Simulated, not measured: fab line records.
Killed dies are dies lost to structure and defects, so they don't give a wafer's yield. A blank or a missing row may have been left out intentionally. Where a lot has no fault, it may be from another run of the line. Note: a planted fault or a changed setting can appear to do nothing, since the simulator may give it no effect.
Chamber matching	flow nandHarc	NHARC_A_CONTACT_ETCH_92 on rieDiel-07 has 4 sister chambers
The step etches the open film in CH3F/O2, target depth 40 nm, time 85.7 s. 16 wafers are shown with their chamber, then 8 later ones without.

## EACH WAFER AND ITS CHAMBER
wafer	chamber	showerheadPlenumPTorr (Torr)	drypumpMotorCurrentA (A)	rfVppV (V)
L263.3	3	2.47	6.0	244.2
L263.4	1	2.41	6.2	244.4
L263.6	3	2.47	6.0	244.2
L262.2	2	2.31	5.5	241.1
L262.4	0	2.55	6.3	244.7
L262.6	3	2.47	6.0	243.9
L264.2	1	2.40	6.2	243.5
L264.4	2	2.31	5.6	242.6
L264.5	3	2.47	6.0	244.9
L267.1	0	2.55	6.3	246.5
L267.3	2	2.31	5.5	242.6
L267.5	0	2.55	6.3	247.1
L269.1	2	2.31	5.5	242.9
L269.3	3	2.47	6.0	244.2
L269.6	1	2.40	6.2	243.7
L280.1	1	2.40	6.2	243.3

SIGNATURES, as means of the wafers listed above
reading	chamber 0	chamber 1	chamber 2	chamber 3	scatter within a chamber
showerheadPlenumPTorr	2.5500	2.4025	2.3100	2.4700	0.0025
drypumpMotorCurrentA	6.300	6.200	5.525	6.000	0.025
rfVppV	246.100	243.725	242.300	244.280	0.727
Rule: distance of a wafer from a chamber = root of the sum over the readings of ((wafer's reading minus chamber's mean) / reading's scatter) squared. The wafer belongs to the nearest chamber; if the next one is less than 2 further off, it can't be placed. The scatter: take each reading less its chamber's mean, square it, sum over the shown wafers, divide by the number of wafers less the number of chambers, and take the root.

## WAFERS WITHOUT THEIR CHAMBER
wafer	showerheadPlenumPTorr (Torr)	drypumpMotorCurrentA (A)	rfVppV (V)
L280.2	2.31	5.5	242.3
L280.4	2.46	6.0	244.7
L281.1	2.46	6.0	243.6
L281.3	2.55	6.3	245.8
L281.4	2.31	5.5	243.0
L283.2	2.40	6.2	243.6
L283.4	2.46	6.0	243.1
L283.5	2.40	6.2	243.2

## CHAMBER TAKEN BY EACH
wafer	from the rows above	in truth
L280.2	2	2
L280.4	3	3
L281.1	3	3
L281.3	0	0
L281.4	2	2
L283.2	1	1
L283.4	3	3
L283.5	1	1
8 of 8 placed correctly. Can't be placed from these rows: 0. Number placed wrongly: 0.
